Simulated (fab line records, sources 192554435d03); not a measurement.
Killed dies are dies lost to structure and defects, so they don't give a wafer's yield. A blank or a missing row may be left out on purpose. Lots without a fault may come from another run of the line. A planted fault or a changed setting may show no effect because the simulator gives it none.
Which tool did it? | flow n5_finfet | 12 lots, 36 wafers sampled, at 4 steps of a route of 1938

WHAT THE GAUGES READ, wafer by wafer
N5_ILD0_THK_MEAS_08. Usual: thk_nm 139.3 nm, standard deviation 1.2.
lot  | measured    | on            | thk_nm (nm)       | flag
L363 | day 3 16:39 | film_metro-02 | 140.4 140.6 141.9 |
L364 | day 3 21:10 | film_metro-02 | 138.3 139.1 138.2 |
L365 | day 4 02:20 | film_metro-02 | 138.7 138.2 138.1 |
L367 | day 4 19:49 | film_metro-02 | 139.4 139.4 139.3 |
L369 | day 5 04:52 | film_metro-02 | 138.4 140.9 138.9 |
L371 | day 5 13:47 | film_metro-01 | 138.5 139.8 139.3 |
L372 | day 5 18:08 | film_metro-02 | 140.7 138.4 138.3 |
L374 | day 6 08:52 | film_metro-01 | 138.1 138.1 139.9 |
L375 | day 6 20:38 | film_metro-01 | 140.7 140.2 139.3 |
L384 | day 8 21:38 | film_metro-02 | 138.9 137.3 139.6 |
L385 | day 9 03:20 | film_metro-01 | 138.6 138.6 139.6 |
L386 | day 9 11:05 | film_metro-01 | 139.6 141.5 141.3 |

WHICH TOOL RAN EACH LOT (tool, then ch and the chambers of the sampled wafers, then the start)
lot  | N5_SD_EPI_P_STRIP_40                | N5_SD_ACTIVATION_RTA_00         | N5_SD_ACTIVATION_LSA_01
L363 | plasma_asher-01 ch 0,1, day 3 09:46 | rtp_anneal-02 ch 0, day 3 12:41 | laser_anneal-02 ch 0, day 3 12:53
L364 | plasma_asher-02 ch 0,1, day 3 14:05 | rtp_anneal-02 ch 0, day 3 17:02 | laser_anneal-01 ch 0, day 3 17:14
L365 | plasma_asher-01 ch 0,1, day 3 19:03 | rtp_anneal-01 ch 0, day 3 21:58 | laser_anneal-02 ch 0, day 3 22:11
L367 | plasma_asher-01 ch 1, day 4 12:19   | rtp_anneal-02 ch 0, day 4 16:06 | laser_anneal-02 ch 0, day 4 16:18
L369 | plasma_asher-01 ch 0,1, day 4 20:44 | rtp_anneal-01 ch 0, day 5 00:35 | laser_anneal-02 ch 0, day 5 00:48
L371 | plasma_asher-01 ch 0,1, day 5 05:56 | rtp_anneal-02 ch 0, day 5 09:43 | laser_anneal-02 ch 0, day 5 09:55
L372 | plasma_asher-01 ch 0,1, day 5 11:23 | rtp_anneal-02 ch 0, day 5 14:23 | laser_anneal-02 ch 0, day 5 14:35
L374 | plasma_asher-01 ch 0,1, day 6 00:05 | rtp_anneal-02 ch 0, day 6 03:53 | laser_anneal-02 ch 0, day 6 04:05
L375 | plasma_asher-01 ch 0,1, day 6 13:03 | rtp_anneal-02 ch 0, day 6 16:49 | laser_anneal-02 ch 0, day 6 17:01
L384 | plasma_asher-01 ch 0,1, day 8 13:58 | rtp_anneal-01 ch 0, day 8 16:55 | laser_anneal-01 ch 0, day 8 17:07
L385 | plasma_asher-02 ch 0,1, day 8 19:35 | rtp_anneal-02 ch 0, day 8 22:40 | laser_anneal-02 ch 0, day 8 22:52
L386 | plasma_asher-01 ch 0,1, day 9 03:56 | rtp_anneal-02 ch 0, day 9 07:02 | laser_anneal-01 ch 0, day 9 07:14
- N5_SD_EPI_P_STRIP_40: strips in N2/H2.
- N5_SD_ACTIVATION_RTA_00: time 0 s.
- N5_SD_ACTIVATION_LSA_01: time 0.0008 s.

WHAT THE TOOLS THEMSELVES READ (means of the sampled wafers that have a number; where no wafer has one, the mark that the record gives instead)
N5_SD_EPI_P_STRIP_40. Usual: drypump_motor_current_A 5.17 A, standard deviation 0.29; heater_power_w 326 W, standard deviation 38; oes_product_au 0.763 a.u., standard deviation 0.011; temp_c 249.98 C, standard deviation 0.23.
lot  | tool            | drypump_motor_current_A (A) | heater_power_w (W) | oes_product_au (a.u.) | temp_c (C) | flag
L363 | plasma_asher-01 | 5.25                        | 300                | 0.762                 | 249.96     |
L364 | plasma_asher-02 | 5.30                        | 380                | 0.769                 | 250.05     |
L365 | plasma_asher-01 | 5.25                        | 306                | 0.763                 | 249.81     |
L367 | plasma_asher-01 | 5.45                        | 282                | 0.762                 | 250.22     |
L369 | plasma_asher-01 | 5.24                        | 305                | 0.757                 | 250.03     |
L371 | plasma_asher-01 | 5.23                        | 306                | 0.756                 | 249.73     |
L372 | plasma_asher-01 | 5.24                        | 300                | 0.765                 | 250.06     |
L374 | plasma_asher-01 | 5.26                        | 302                | 0.761                 | 250.13     |
L375 | plasma_asher-01 | 5.25                        | 300                | 0.752                 | 250.00     |
L384 | plasma_asher-01 | 5.03                        | 319                | 0.756                 | 250.05     |
L385 | plasma_asher-02 | 5.31                        | 378                | 0.766                 | 249.89     |
L386 | plasma_asher-01 | 5.01                        | 314                | 0.765                 | 250.01     |

N5_SD_ACTIVATION_RTA_00. Usual: lamp_power_pct 8.96 %, standard deviation 0.052; lamp_zone_2_pct 8.951 %, standard deviation 0.022; wafer_temp_C_max 974.9, standard deviation 1.7.
lot  | tool          | lamp_power_pct (%) | lamp_zone_2_pct (%) | wafer_temp_C_max | flag
L363 | rtp_anneal-02 | 8.94               | 8.948               | 975.9            |
L364 | rtp_anneal-02 | 8.97               | 8.980               | 975.5            |
L365 | rtp_anneal-01 | 8.97               | 8.931               | 972.1            |
L367 | rtp_anneal-02 | 9.03               | 8.951               | 974.1            |
L369 | rtp_anneal-01 | 8.97               | 8.925               | 975.5            |
L371 | rtp_anneal-02 | 8.97               | 8.943               | 976.2            |
L372 | rtp_anneal-02 | 8.90               | 8.938               | 975.1            |
L374 | rtp_anneal-02 | 9.00               | 8.959               | 975.4            |
L375 | rtp_anneal-02 | 8.99               | 8.955               | 973.4            |
L384 | rtp_anneal-01 | 8.93               | 8.948               | 974.7            |
L385 | rtp_anneal-02 | 8.94               | 8.942               | 974.0            |
L386 | rtp_anneal-02 | 8.98               | 8.949               | 974.1            |

N5_SD_ACTIVATION_LSA_01. Usual: wafer_temp_C_max 1085.5, standard deviation 1.5.
lot  | tool            | wafer_temp_C_max | flag
L363 | laser_anneal-02 | 1085.7           |
L364 | laser_anneal-01 | 1085.9           |
L365 | laser_anneal-02 | 1084.3           |
L367 | laser_anneal-02 | 1083.2           |
L369 | laser_anneal-02 | 1084.6           |
L371 | laser_anneal-02 | 1085.0           |
L372 | laser_anneal-02 | 1084.8           |
L374 | laser_anneal-02 | 1005.4           | OFF
L375 | laser_anneal-02 | 1004.9           | OFF
L384 | laser_anneal-01 | 1086.2           |
L385 | laser_anneal-02 | 1085.1           |
L386 | laser_anneal-01 | 1085.1           |

THE ANSWER, worked out from the rows above alone
Rule: a lot is off if the mean of its wafers that have a number lies more than 3 standard deviations from the usual mean. A lot without any number at a reading at which 4 lots or more have one is off too. The other lots that the step has rows for count as sound. The gauges are gone through in route order, then the tools' own readings, and for those a lot's mean is taken as printed above. The first step at which some lot is off is used, and at that step the reading that is off furthest; a lot without a number counts as furthest.
Off: L374, L375, at N5_SD_ACTIVATION_LSA_01 (wafer_temp_C_max).
A tool fits if, at that step or a process step before it, it ran every lot that is off, and no sound lot after the first of them. None of those tried fits.

WHAT THE SIMULATOR HAD PUT IN
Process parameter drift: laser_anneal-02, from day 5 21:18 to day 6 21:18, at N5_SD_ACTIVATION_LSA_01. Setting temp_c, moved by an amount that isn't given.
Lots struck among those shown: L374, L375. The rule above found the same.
